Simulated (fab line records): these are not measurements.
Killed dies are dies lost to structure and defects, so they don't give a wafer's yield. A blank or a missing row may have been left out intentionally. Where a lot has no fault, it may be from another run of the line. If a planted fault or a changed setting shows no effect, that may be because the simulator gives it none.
fab line records ; flow n5_finfet ; part 1 of 2: steps 1 to 3 of 6
record lots=22; wafers=66; last_day=18
route steps=1938 shown MOL_CONTACT_COAG@560 BEOL_M0_SAQP@637
lots that met no fault: from a run of the same line without faults
start_h: hours from the record's opening day to when the first of the lot's shown wafers began ; wait_h: hours since the lot's step before ; " same as the row above ; L1.1+2: one row covering several wafers at once ; - no value, or no start given ; * or withheld: withheld ; < > ~ a bound
route shown NAME@n: names a module that has steps shown in the file, with the first one's number in the route ; usual: mean/standard deviation taken from wafers without a fault ; same: alike in all rows ; chamber/n: place in a boat ; sites: each site's reading ; _std_site: standard deviation across them ; _edge_site: outer sites' mean less inner sites' ; radius_mm: for every site, how far away it sits from the centre of the wafer ; mask NAME#n: copy n ; behind: the most recent tool/chamber to have shaped the wafer ; hold: reason for holding the lot/hours on hold/outcome of the hold ; device: which transistor (n, p or np) failed to switch ; end of line: tests of these same wafers at the route's end ; a step with no rows: only its recipe ; killed: at the first sort, the dies lost to defects and structure; wafer yield is something else ; map: a wafer's dies, marking killed ones x, the rest . and places with no die _
set.NAME: setting as actually run; set.NAME@STEP: the setting as run at that earlier step ; model.NAME: the simulator's own value behind a step, which no gauge read
one table for each step of the route and one row for each wafer, over a sample of lots
services: from which hour (start_h, from the record's first day; less than 0 if before it) a tool's chamber was out of use, for how many hours, and why
## steps
# step N5_MOL_CONTACT_COAG_CMP_28
# recipe stop_on=SiNx; t_overpolish_s=0.85; post_cmp_clean=alkaline_brush; down_force_psi=4.15; platen_rpm=51.8; pad_velocity_m_s=1.0307; target_thk_nm=14.522
# usual motor_current_A=12.6/1.4; time_to_endpoint_s=4.4/2.7
# same t_overpolish_s=0.85
lot.wafer;tool;chamber;start_h;wait_h;motor_current_A;time_to_endpoint_s
L074.4;cmp-02;0;95.93;0.9;13.4;2.6
L074.3;cmp-02;1;95.93;0.9;14.7;4.6
L074.6;cmp-02;3;95.93;0.9;11.7;2.9
L075.1;cmp-02;1;106.27;0.8;15.0;5.9
L075.3;cmp-02;3;106.27;0.8;12.7;6.8
L075.5;cmp-02;1;106.27;0.8;14.3;6.6
L076.1;cmp-04;3;113.47;0.9;12.2;0.0
L076.4;cmp-04;0;113.47;0.9;11.7;3.2
L076.6;cmp-04;2;113.47;0.9;12.3;0.0
L077.3;cmp-02;3;113.96;0.8;12.5;5.5
L077.4;cmp-02;2;113.96;0.8;12.9;1.5
L077.6;cmp-02;3;113.96;0.8;12.7;5.9
L078.3;cmp-02;3;125.21;0.8;12.7;9.0
L078.2;cmp-02;0;125.21;0.8;13.2;5.5
L078.6;cmp-02;3;125.21;0.8;12.8;6.0
L079.4;cmp-02;3;128.34;0.8;12.1;5.4
L079.1;cmp-02;1;128.34;0.8;15.3;5.8
L079.6;cmp-02;3;128.34;0.8;12.5;3.7
L081.3;cmp-02;2;142.74;0.8;11.9;2.9
L081.6;cmp-02;1;142.74;0.8;15.9;7.9
L081.5;cmp-02;2;142.74;0.8;12.3;3.4
L082.4;cmp-02;0;149.24;0.8;13.4;4.5
L082.2;cmp-02;1;149.24;0.8;14.9;9.6
L082.5;cmp-02;0;149.24;0.8;12.6;6.2
L083.1;cmp-02;2;156.17;0.8;13.3;3.3
L083.4;cmp-02;0;156.17;0.8;13.1;3.8
L083.6;cmp-02;1;156.17;0.8;14.8;9.5
L084.4;cmp-04;0;165.03;0.8;12.0;1.4
L084.1;cmp-04;3;165.03;0.8;12.7;0.0
L084.6;cmp-04;0;165.03;0.8;12.0;3.0
L085.3;cmp-02;0;170.37;0.8;12.7;9.4
L085.2;cmp-02;1;170.37;0.8;14.3;11.6
L085.1;cmp-02;2;170.37;0.8;12.5;7.1
L086.4;cmp-04;0;174.99;0.8;12.5;3.7
L086.2;cmp-04;1;174.99;0.8;9.3;3.4
L086.3;cmp-04;2;174.99;0.8;11.9;0.0
L087.3;cmp-04;1;178.55;0.8;9.4;5.4
L087.1;cmp-04;2;178.55;0.8;11.8;3.2
L087.5;cmp-04;2;178.55;0.8;11.3;2.4
L088.4;cmp-03;2;187.01;0.8;13.9;3.4
L088.1;cmp-03;0;187.01;0.8;14.2;5.4
L088.5;cmp-03;1;187.01;0.8;12.8;5.9
L089.1;cmp-02;3;190.77;0.9;13.0;7.5
L089.5;cmp-02;1;190.77;0.9;14.7;10.2
L089.6;cmp-02;2;190.77;0.9;12.3;2.4
L090.3;cmp-04;0;197.59;0.9;11.5;4.7
L090.1;cmp-04;1;197.59;0.9;9.8;5.2
L090.6;cmp-04;2;197.59;0.9;12.0;3.6
L091.1;cmp-04;0;198.95;0.8;12.7;5.5
L091.2;cmp-04;1;198.95;0.8;10.0;5.8
L091.4;cmp-04;3;198.95;0.8;12.0;0.0
L092.2;cmp-04;1;205.70;0.8;9.4;4.2
L092.1;cmp-04;3;205.70;0.8;12.0;0.0
L092.3;cmp-04;0;205.70;0.8;12.5;4.4
L094.3;cmp-03;2;217.47;0.8;13.5;1.7
L094.4;cmp-03;1;217.47;0.8;12.4;3.8
L094.6;cmp-03;3;217.47;0.8;11.4;3.4
L095.2;cmp-03;0;224.68;1.0;14.6;2.1
L095.6;cmp-03;2;224.68;1.0;12.8;5.6
L095.5;cmp-03;3;224.68;1.0;12.1;5.5
L096.3;cmp-03;2;231.64;0.9;13.6;2.7
L096.5;cmp-03;0;231.64;0.9;15.1;9.3
L096.6;cmp-03;1;231.64;0.9;11.8;6.2
L097.2;cmp-02;2;238.46;0.8;11.9;0.3
L097.3;cmp-02;1;238.46;0.8;15.2;5.3
L097.5;cmp-02;2;238.46;0.8;12.1;1.2
# step N5_MOL_CONTACT_COAG_ETCH_89
# recipe chemistry=N2/H2; target=underlayer; target_depth_a=130; mask_material=CAR-EUV; time_s=10.4; ion_energy_ev=200; pressure_mtorr=30; source_w=840; bias_w=150; n2_flow_sccm=200; h2_flow_sccm=200; ends=cleared
# usual drypump_motor_current_A=5.8/0.47; etch_rf_on_time_s=10.5/0.31; n2_flow_sccm=200.0/0.6; oes_product_au=0.65/0.066; rf_vpp_V=523.8/2.3; showerhead_plenum_p_Torr=2.55/0.075; throttle_valve_pct=18.01/0.27
lot.wafer;tool;chamber;start_h;wait_h;drypump_motor_current_A;etch_rf_on_time_s;n2_flow_sccm;oes_product_au;rf_hours_counter_h;rf_vpp_V;showerhead_plenum_p_Torr;throttle_valve_pct
L074.3;rie_diel-05;3;97.96;0.0;5.7;10.8;200.2;0.60;203;525.9;2.63;17.75
L074.4;rie_diel-05;1;97.96;0.0;4.8;10.7;202.2;0.61;179;526.0;2.63;18.30
L074.6;rie_diel-05;2;97.96;0.0;5.9;10.1;200.6;0.64;-;524.3;2.51;17.58
L075.1;rie_diel-01;3;107.68;0.0;5.8;10.5;199.9;0.65;146;523.6;2.55;17.88
L075.3;rie_diel-01;0;107.68;0.0;6.2;10.4;200.5;0.60;212;519.2;2.42;18.23
L075.5;rie_diel-01;2;107.68;0.0;5.7;10.3;200.5;0.67;-;527.4;2.65;18.23
L076.1;rie_diel-05;0;115.50;0.0;6.4;11.0;200.1;0.64;141;522.1;2.46;17.93
L076.4;rie_diel-05;1;115.50;0.0;4.7;10.6;200.0;0.60;184;526.3;2.63;18.31
L076.6;rie_diel-05;2;115.50;0.0;5.8;10.1;200.2;0.63;-;525.2;2.50;17.57
L077.3;rie_diel-01;2;116.89;0.0;5.7;10.4;199.7;0.67;151;526.2;2.65;18.22
L077.4;rie_diel-01;1;116.89;0.0;6.5;10.0;198.6;0.61;234;526.2;2.64;17.79
L077.6;rie_diel-01;1;116.89;0.0;6.5;10.0;199.4;0.61;-;526.9;2.64;17.80
L078.2;rie_diel-02;3;126.93;0.0;5.9;10.3;200.4;0.81;11;521.7;2.51;17.95
L078.3;rie_diel-02;1;126.93;0.0;5.9;10.9;199.6;0.63;120;520.9;2.48;18.07
L078.6;rie_diel-02;2;126.93;0.0;5.8;10.9;200.5;0.68;-;523.9;2.59;17.91
L079.1;rie_diel-01;2;129.64;0.0;5.7;10.3;199.7;0.67;157;526.2;2.65;18.26
L079.4;rie_diel-01;1;129.64;0.0;6.5;10.0;199.8;0.61;239;527.0;2.64;17.81
L079.6;rie_diel-01;0;129.64;0.0;6.3;10.3;200.7;0.60;-;519.9;2.42;18.24
L081.3;rie_diel-01;0;144.18;0.0;6.3;10.6;199.9;0.59;227;520.3;2.41;18.28
L081.5;rie_diel-01;0;144.18;0.0;6.2;10.5;200.1;0.60;-;519.8;2.41;18.27
L081.6;rie_diel-01;2;144.18;0.0;5.7;10.5;199.7;0.65;-;526.5;2.65;18.26
L082.2;rie_diel-05;1;150.71;0.0;4.8;10.7;200.9;0.59;196;525.8;2.62;18.32
L082.4;rie_diel-05;2;150.71;0.0;5.9;10.1;201.1;0.63;194;523.8;2.50;17.60
L082.5;rie_diel-05;2;150.71;0.0;5.9;10.2;200.9;0.62;-;524.2;2.50;17.59
L083.1;rie_diel-02;0;157.60;0.0;5.3;10.4;199.4;0.63;184;524.6;2.54;18.38
L083.4;rie_diel-02;1;157.60;0.0;5.9;10.8;199.4;0.63;131;520.5;2.48;18.09
L083.6;rie_diel-02;2;157.60;0.0;5.7;11.0;199.8;0.67;-;524.7;2.58;17.91
L084.1;rie_diel-02;0;166.35;0.0;5.3;10.2;200.7;0.63;187;522.6;2.54;18.38
L084.4;rie_diel-02;2;166.35;0.0;5.8;10.8;200.3;0.67;93;525.0;2.58;17.92
L084.6;rie_diel-02;1;166.35;0.0;5.9;10.8;200.7;0.62;-;521.7;2.48;18.08
L085.1;rie_diel-02;2;171.89;0.0;5.7;11.0;200.2;0.67;95;525.9;2.58;17.92
L085.2;rie_diel-02;3;171.89;0.0;5.9;10.3;200.7;0.78;26;523.2;2.50;17.97
L085.3;rie_diel-02;0;171.89;0.0;5.3;10.3;200.0;0.62;189;523.5;2.54;18.40
L086.2;rie_diel-05;1;176.82;0.0;4.8;10.8;200.6;0.58;206;526.1;2.62;18.34
L086.3;rie_diel-05;2;176.82;0.0;5.9;10.2;199.2;0.61;204;523.5;2.50;17.58
L086.4;rie_diel-05;0;176.82;0.0;6.4;11.0;201.0;0.62;163;520.3;2.45;17.96
L087.1;rie_diel-02;3;181.63;0.0;5.9;10.2;199.8;0.78;30;522.9;2.50;18.00
L087.3;rie_diel-02;0;181.63;0.0;5.3;10.3;200.7;0.63;192;522.7;2.54;18.38
L087.5;rie_diel-02;0;181.63;0.0;5.3;10.2;200.2;0.63;-;525.3;2.54;18.39
L088.1;rie_diel-02;1;189.33;0.0;5.9;10.6;199.9;0.63;142;520.6;2.47;18.10
L088.4;rie_diel-02;2;189.33;0.0;5.7;10.8;201.6;0.67;101;524.4;2.58;17.93
L088.5;rie_diel-02;3;189.33;0.0;5.9;10.2;199.9;0.78;-;521.9;2.50;17.97
L089.1;rie_diel-01;0;192.35;0.0;6.3;10.4;199.0;0.58;247;519.6;2.41;18.30
L089.5;rie_diel-01;3;192.35;0.0;5.7;10.3;199.6;0.64;-;524.6;2.53;17.94
L089.6;rie_diel-01;2;192.35;0.0;5.7;10.3;199.6;0.65;-;527.4;2.64;18.30
L090.1;rie_diel-05;1;199.18;0.0;4.8;10.8;199.9;0.58;213;525.3;2.62;18.36
L090.3;rie_diel-05;0;199.18;0.0;6.4;11.2;200.2;0.62;171;521.3;2.45;17.97
L090.6;rie_diel-05;2;199.18;0.0;5.9;10.2;199.7;0.61;-;523.9;2.49;17.62
L091.1;rie_diel-01;1;200.42;0.0;6.6;10.2;200.3;0.82;1;526.1;2.63;17.40
L091.2;rie_diel-01;2;200.42;0.0;5.7;10.4;199.4;0.64;184;526.0;2.64;18.29
L091.4;rie_diel-01;3;200.42;0.0;5.8;10.4;199.9;0.64;-;522.9;2.53;17.94
L092.1;rie_diel-01;2;207.19;0.0;5.7;10.3;200.1;0.65;188;525.7;2.64;18.31
L092.2;rie_diel-01;1;207.19;0.0;6.5;10.1;200.2;0.80;4;526.1;2.63;17.42
L092.3;rie_diel-01;2;207.19;0.0;5.7;10.3;200.6;0.64;-;527.8;2.64;18.30
L094.3;rie_diel-02;1;219.36;0.0;5.9;10.8;201.5;0.61;154;520.6;2.47;18.14
L094.4;rie_diel-02;3;219.36;0.0;5.9;10.3;200.3;0.74;-;522.5;2.50;18.00
L094.6;rie_diel-02;1;219.36;0.0;5.9;10.8;200.5;0.61;-;521.7;2.47;18.12
L095.2;rie_diel-05;2;226.07;0.0;5.9;10.3;200.0;0.60;219;522.8;2.49;17.64
L095.5;rie_diel-05;1;226.07;0.0;4.8;10.8;199.9;0.58;-;526.1;2.61;18.36
L095.6;rie_diel-05;0;226.07;0.0;6.4;11.2;200.3;0.62;-;520.3;2.45;17.98
L096.3;rie_diel-02;1;233.02;0.0;5.8;10.9;200.2;0.61;161;519.3;2.46;18.14
L096.5;rie_diel-02;1;233.02;0.0;5.9;10.9;199.7;0.61;-;520.3;2.47;18.14
L096.6;rie_diel-02;3;233.02;0.0;5.9;10.3;200.8;0.75;-;521.6;2.49;18.02
L097.2;rie_diel-01;3;239.81;0.0;5.8;10.4;198.9;0.64;193;522.3;2.53;17.98
L097.3;rie_diel-01;0;239.81;0.0;6.3;10.0;199.4;0.84;8;530.2;2.72;17.93
L097.5;rie_diel-01;0;239.81;0.0;6.2;10.1;199.2;0.85;-;528.5;2.72;17.90
# step N5_MOL_CONTACT_COAG_ETCH_91
# recipe chemistry=N2/H2; target=SOC; target_depth_a=600; overetch_a=210; mask_material=SiARC; temp_c=40; time_s=101.2; ion_energy_ev=200; pressure_mtorr=30; source_w=840; bias_w=150; n2_flow_sccm=200; h2_flow_sccm=200
# usual drypump_motor_current_A=5.8/0.35; n2_flow_sccm=200.0/0.63; oes_product_au=0.65/0.062; rf_vpp_V=523.4/2; showerhead_plenum_p_Torr=2.54/0.065; throttle_valve_pct=18.02/0.22
lot.wafer;tool;chamber;start_h;wait_h;drypump_motor_current_A;n2_flow_sccm;oes_product_au;rf_hours_counter_h;rf_vpp_V;showerhead_plenum_p_Torr;throttle_valve_pct
L074.3;rie_diel-02;2;99.07;0.0;5.7;200.1;0.69;71;524.8;2.59;17.85
L074.4;rie_diel-02;1;99.07;0.0;5.8;199.7;0.65;112;520.6;2.49;18.03
L074.6;rie_diel-02;0;99.07;0.0;5.3;199.3;0.62;-;523.4;2.55;18.32
L075.1;rie_diel-02;3;108.02;0.0;5.9;200.2;0.81;5;522.4;2.51;17.90
L075.3;rie_diel-02;1;108.02;0.0;5.9;199.8;0.65;115;522.0;2.48;18.04
L075.5;rie_diel-02;1;108.02;0.0;5.9;199.9;0.64;-;521.5;2.48;18.01
L076.1;rie_diel-02;3;116.27;0.0;5.9;199.7;0.80;7;522.3;2.51;17.90
L076.4;rie_diel-02;1;116.27;0.0;5.8;200.1;0.63;117;521.3;2.48;18.03
L076.6;rie_diel-02;0;116.27;0.0;5.3;200.8;0.62;-;524.9;2.55;18.32
L077.3;rie_diel-01;2;118.18;0.0;5.7;200.3;0.65;152;527.0;2.65;18.20
L077.4;rie_diel-01;0;118.18;0.0;6.2;199.5;0.59;216;519.1;2.42;18.21
L077.6;rie_diel-01;0;118.18;0.0;6.2;199.0;0.60;-;520.0;2.42;18.21
L078.2;rie_diel-02;1;127.31;0.0;5.9;199.5;0.64;120;520.4;2.48;18.06
L078.3;rie_diel-02;3;127.31;0.0;5.9;200.8;0.79;11;522.9;2.51;17.91
L078.6;rie_diel-02;1;127.31;0.0;5.9;199.8;0.63;-;521.4;2.48;18.05
L079.1;rie_diel-01;3;129.95;0.0;5.7;198.6;0.64;153;524.1;2.54;17.85
L079.4;rie_diel-01;0;129.95;0.0;6.3;200.2;0.59;221;520.9;2.42;18.24
L079.6;rie_diel-01;3;129.95;0.0;5.7;198.8;0.65;-;524.5;2.54;17.86
L081.3;rie_diel-01;3;144.56;0.0;5.8;200.3;0.64;159;523.8;2.54;17.86
L081.5;rie_diel-01;0;144.56;0.0;6.3;199.6;0.58;-;521.6;2.41;18.24
L081.6;rie_diel-01;3;144.56;0.0;5.8;199.6;0.64;-;524.4;2.54;17.86
L082.2;rie_diel-02;0;151.08;0.0;5.3;199.1;0.62;181;523.5;2.54;18.34
L082.4;rie_diel-02;3;151.08;0.0;5.9;200.7;0.77;20;523.3;2.51;17.93
L082.5;rie_diel-02;2;151.08;0.0;5.7;199.6;0.68;-;524.1;2.58;17.89
L083.1;rie_diel-02;0;158.19;0.0;5.3;200.2;0.62;184;523.6;2.54;18.35
L083.4;rie_diel-02;2;158.19;0.0;5.8;199.9;0.68;92;525.4;2.58;17.90
L083.6;rie_diel-02;2;158.19;0.0;5.8;199.4;0.68;-;524.5;2.58;17.92
L084.1;rie_diel-02;1;166.67;0.0;5.8;201.3;0.63;134;521.3;2.48;18.06
L084.4;rie_diel-02;0;166.67;0.0;5.3;199.9;0.61;187;521.1;2.54;18.35
L084.6;rie_diel-02;3;166.67;0.0;5.9;199.5;0.76;-;522.8;2.50;17.93
L085.1;rie_diel-05;2;172.50;0.0;5.9;199.6;0.59;202;522.9;2.50;17.58
L085.2;rie_diel-05;0;172.50;0.0;6.4;200.5;0.64;162;521.0;2.45;17.92
L085.3;rie_diel-05;3;172.50;0.0;5.6;200.2;0.58;225;525.8;2.62;17.76
L086.2;rie_diel-02;0;177.13;0.0;5.3;200.3;0.61;191;522.7;2.54;18.37
L086.3;rie_diel-02;1;177.13;0.0;5.9;200.3;0.62;138;521.3;2.47;18.06
L086.4;rie_diel-02;2;177.13;0.0;5.8;200.3;0.67;97;523.4;2.58;17.91
L087.1;rie_diel-05;2;182.14;0.0;5.9;200.2;0.59;205;523.3;2.49;17.58
L087.3;rie_diel-05;0;182.14;0.0;6.4;199.8;0.63;165;521.3;2.45;17.92
L087.5;rie_diel-05;1;182.14;0.0;4.7;200.6;0.58;-;526.4;2.62;18.32
L088.1;rie_diel-01;0;190.96;0.0;6.3;199.2;0.57;246;520.9;2.41;18.25
L088.4;rie_diel-01;2;190.96;0.0;5.7;199.5;0.63;-;525.9;2.64;18.25
L088.5;rie_diel-01;0;190.96;0.0;6.3;199.7;0.58;-;519.0;2.41;18.27
L089.1;rie_diel-02;2;192.70;0.0;5.7;199.6;0.67;102;522.8;2.58;17.91
L089.5;rie_diel-02;2;192.70;0.0;5.8;200.6;0.67;-;523.3;2.58;17.91
L089.6;rie_diel-02;1;192.70;0.0;5.9;200.0;0.63;-;519.9;2.47;18.09
L090.1;rie_diel-02;2;199.50;0.0;5.7;199.5;0.67;103;524.2;2.58;17.91
L090.3;rie_diel-02;3;199.50;0.0;5.9;200.4;0.75;35;522.8;2.50;17.97
L090.6;rie_diel-02;0;199.50;0.0;5.3;200.4;0.61;-;522.9;2.54;18.35
L091.1;rie_diel-01;2;200.74;0.0;5.7;200.4;0.63;185;526.2;2.64;18.25
L091.2;rie_diel-01;3;200.74;0.0;5.8;201.0;0.63;182;521.9;2.53;17.91
L091.4;rie_diel-01;3;200.74;0.0;5.7;200.9;0.63;-;523.8;2.53;17.92
L092.1;rie_diel-02;1;207.56;0.0;5.9;199.1;0.62;148;521.4;2.47;18.08
L092.2;rie_diel-02;0;207.56;0.0;5.3;200.3;0.61;201;522.5;2.53;18.35
L092.3;rie_diel-02;3;207.56;0.0;5.9;200.4;0.74;39;522.3;2.50;17.96
L094.3;rie_diel-01;1;219.70;0.0;6.6;199.4;0.75;12;525.2;2.63;17.40
L094.4;rie_diel-01;3;219.70;0.0;5.7;200.5;0.63;186;524.1;2.53;17.91
L094.6;rie_diel-01;2;219.70;0.0;5.7;199.7;0.62;-;525.5;2.63;18.29
L095.2;rie_diel-05;0;226.39;0.0;6.4;199.0;0.63;178;519.4;2.44;17.96
L095.5;rie_diel-05;3;226.39;0.0;5.6;200.6;0.57;-;526.3;2.61;17.82
L095.6;rie_diel-05;2;226.39;0.0;5.9;201.5;0.59;-;524.6;2.49;17.60
L096.3;rie_diel-02;2;233.33;0.0;5.7;199.4;0.66;105;524.9;2.58;17.92
L096.5;rie_diel-02;1;233.33;0.0;5.9;198.3;0.60;-;521.3;2.46;18.12
L096.6;rie_diel-02;2;233.33;0.0;5.7;199.9;0.67;-;525.0;2.58;17.93
L097.2;rie_diel-02;2;240.24;0.0;5.8;200.7;0.66;108;523.8;2.58;17.91
L097.3;rie_diel-02;1;240.24;0.0;5.9;201.7;0.61;164;520.2;2.46;18.11
L097.5;rie_diel-02;2;240.24;0.0;5.8;200.6;0.67;-;524.7;2.58;17.93
